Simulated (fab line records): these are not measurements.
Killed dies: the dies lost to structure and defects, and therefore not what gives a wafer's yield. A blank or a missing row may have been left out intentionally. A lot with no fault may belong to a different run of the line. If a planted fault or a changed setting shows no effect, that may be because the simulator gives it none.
Struck lot and sound lot, side by side | flow n5 finfet | 33 out of 1938 route steps
Sound: wafers L433.1, L433.2, L433.5. Struck: wafers L438.4, L438.5, L438.6. The cause is named last.
For every step that has rows: the tool of each side, followed by ch and its chambers, followed by its first start. Under that, the readings that differ: sound wafers | struck wafers | difference of the means | sigmas: that difference in standard deviations of wafers without a fault.
alike: a reading whose means differ by less than 2 such deviations, as well as words and numbers matching on both sides. not compared: withheld readings; readings where some wafer has no value; bounds like >300 that might hide an equal value; numbers whose values overlap and for which the record gives no deviation.
A row with sigmas, a row that says differs or no value, or rows on one side alone: a step with any of these is where the two part. When numbers do not overlap yet have no deviation, they are printed without sigmas and do not part them. A reading missing from all wafers of one side parts the sides only when that side holds two or more wafers.

first, 10 steps without rows for these wafers: N5_SD_EPI_P_SRD_20 (time 30 s); N5_SD_EPI_P_PRECLEAN_51 (cleans in NF3:NH3, afs cycles 1, time 20 s, sublimation time 60 s); N5_SD_EPI_P_VAPOR_ETCH_44 (etches SiGe30 in NF3/Ar, time 3.3 s); N5_SD_EPI_P_EPI_21 (deposits SiGe:B, time 355 s); N5_SD_EPI_P_HM_STRIP_48 (strips SiNx in H3PO4, material SiNx, target depth 3 nm); N5_SD_EPI_P_SRD_49 (time 30 s); N5_SD_EPI_P_PRECLEAN_24 (cleans in O3/DIW, time 45 s); N5_SD_EPI_P_PRECLEAN_32 (cleans in dHF, time 10 s); N5_SD_EPI_P_PRECLEAN_33 (cleans in SC2, time 45 s); N5_SD_EPI_P_SRD_25 (time 30 s).
N5_SD_ACTIVATION_RTA_00: time 0 s.
  sound on rtp anneal-02 ch 0, day 6 16:01; struck on rtp anneal-02 ch 0, day 7 21:44
  reading             | sound             | struck            | difference | sigmas
  lamp power pct (%)  | 8.98 8.87 8.98    | 7.98 8.01 8.08    | -0.92      | -18
  lamp_zone_1_pct (%) | 8.932 8.952 8.970 | 7.995 7.978 7.994 | -0.962     | -32
  lamp_zone_2_pct (%) | 8.97 8.94 8.93    | 8.00 8.02 7.99    | -0.94      | -29
  lamp_zone_3_pct (%) | 8.95 8.92 8.94    | 8.00 7.96 8.02    | -0.94      | -31
  lamp_zone_4_pct (%) | 8.93 8.96 8.93    | 7.93 7.99 7.98    | -0.97      | -29
  lamp_zone_5_pct (%) | 8.97 8.95 8.94    | 7.97 8.03 7.98    | -0.96      | -31
  lamp_zone_6_pct (%) | 8.909 8.913 8.872 | 7.961 7.904 7.897 | -0.977     | -33
  lamp_zone_7_pct (%) | 9.33 9.32 9.32    | 8.33 8.36 8.36    | -0.97      | -28
  alike: wafer_temp_C_max
then, 1 step without rows for these wafers: N5_SD_ACTIVATION_LSA_01 (time 0.0008 s).
N5_SD_ACTIVATION_RS_MEAS_03: measures by four-point-probe.
  sound: film metro-01 at day 6 16:25; struck: film metro-02 at day 7 22:07
  reading          | sound             | struck            | difference | sigmas
  RS_SD_N (ohm/sq) | 22.04 21.87 21.93 | 22.94 22.86 22.93 | +0.96      | +3
  alike: RS_SD_P
then, 18 steps without rows for these wafers: N5_ILD0_LINER_00 (material SiNx, target thk 4 nm, pulse time 1 s, purge time 2 s); N5_ILD0_FCVD_FILL_01 (material SiO2 flowable, target thk 200 nm, time 328.3 s); N5_ILD0_CURE_02 (time 1800 s); N5_ILD0_CMP_03 (polishes, stops on SiNx, t overpolish 1.9 s, target thk 197.38 nm); N5_ILD0_CMP_07 (polishes SiO2 flowable, stops on poly-Si, t overpolish 1.18 s, target thk 138.88 nm); N5_ILD0_PRECLEAN_10 (cleans in NF3:NH3, afs cycles 5, time 20 s, sublimation time 60 s); N5_ILD0_ALD_15 (deposits SiNx, target thk 24 nm, pulse time 1 s, ald cycles 480); N5_ILD0_CMP_12 (polishes SiNx, stops on poly-Si, t overpolish 6 s, target thk 17.67 nm); N5_SDB_HM_DEP_00 (deposits SiNx from SiH4/NH3/N2, target thk 40 nm, time 35.3 s); N5_SDB_COAT_03 (time 60 s, resist thk 100 nm); N5_SDB_COAT_04 (time 60 s, resist thk 18 nm); N5_SDB_COAT_05 (resist thk 90 nm); N5_SDB_EBR_07; N5_SDB_SOFTBAKE_06 (time 60 s); N5_SDB_EXPOSE_08 (exposes mask SDB); N5_SDB_PEB_09 (peb time 60 s); N5_SDB_DEVELOP_10 (develop time 30 s); N5_SDB_DESCUM_16 (chemistry O2, time 7.9 s).
-- the record jumps here: 5 days lie between the struck wafers' starts before and after (it left off in module SDB and takes up again in module BEOL_M4, whose first step shown is number 1111 of the route) --
N5_BEOL_M4_RC_MEAS_101:
  sound on prober-02 ch 0, day 11 22:21; struck on prober-01 ch 0, day 12 19:05
  reading            | sound             | struck            | difference | sigmas
  DIBL_N (mV/V)      | 37.4 35.2 35.9    | 30.0 30.4 29.2    | -6.3       | -4
  DIBL_P (mV/V)      | 38.8 36.6 37.2    | 33.0 33.2 31.7    | -4.9       | -3
  IOFF_N (nA/um)     | 0.184 0.145 0.159 | 0.074 0.081 0.067 | -0.089     | -3
  IOFF_N_85C (nA/um) | 3.5 2.9 3.1       | 1.7 1.8 1.5       | -1.5       | -4
  IOFF_N_LIN (nA/um) | 0.083 0.069 0.075 | 0.041 0.044 0.037 | -0.035     | -4
  IOFF_P (nA/um)     | 0.24 0.20 0.21    | 0.15 0.15 0.13    | -0.07      | -2
  ION_N (uA/um)      | 687 675 676       | 617 617 602       | -67        | -7
  ION_P (uA/um)      | 470 464 470       | 448 450 442       | -21        | -3
  RC_N (ohm.um)      | 15.36 15.35 15.16 | 16.46 16.07 16.33 | +1.00      | +4
  REXT_N (ohm.um)    | 72.2 72.9 72.5    | 100.6 100.3 100.2 | +27.8      | +15
  REXT_P (ohm.um)    | 99.2 98.5 98.9    | 110.7 112.9 112.6 | +13.2      | +6
  RS_SD_N (ohm/sq)   | 28.6 28.3 28.0    | 28.9 29.4 29.3    | +0.9       | +2
  SS_N (mV/dec)      | 71.9 71.0 71.6    | 70.5 69.9 70.3    | -1.3       | -3
  VT_N (mV)          | 248.4 250.5 248.0 | 257.6 257.1 264.2 | +10.7      | +4
  VT_N_LVT (mV)      | 96.4 100.8 99.5   | 109.5 107.0 111.7 | +10.5      | +4
  alike: SS_P, VT_P, VT_P_LVT
-- the record jumps here: 5 days lie between the struck wafers' starts before and after (it left off in module BEOL_M4 and takes up again in module PASSIVATION, whose first step shown is number 1936 of the route) --
N5_PASSIVATION_PROBE_49:
  sound: prober-01 at day 16 16:23; struck: prober-02 at day 18 06:49
  reading              | sound          | struck            | difference | sigmas
  sort_bin_8_speed (%) | 0 0 0          | 75.76 58.22 88.90 | +74.29     |
  sort n pass          | 1076 1074 1073 | 159 388 7         | -890       | -52
  sort yield pct (%)   | 91.2 91.0 90.9 | 13.5 32.9 0.6     | -75.4      | -50
  alike: defect limited yield, killed_at_M0_to_M3, killed_at_M4_up, killed at contacts, killed at front end, killed at other, killed dies, killed open, killed short, sort_bin_5_function, sort_bin_6_memory

== WHERE THEY PART ==
At N5_SD_ACTIVATION_RTA_00 first; at N5_PASSIVATION_PROBE_49 last (within this record only).

WHY: what the simulator had put in
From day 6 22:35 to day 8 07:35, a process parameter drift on rtp anneal-02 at N5_SD_ACTIVATION_RTA_00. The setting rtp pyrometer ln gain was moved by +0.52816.
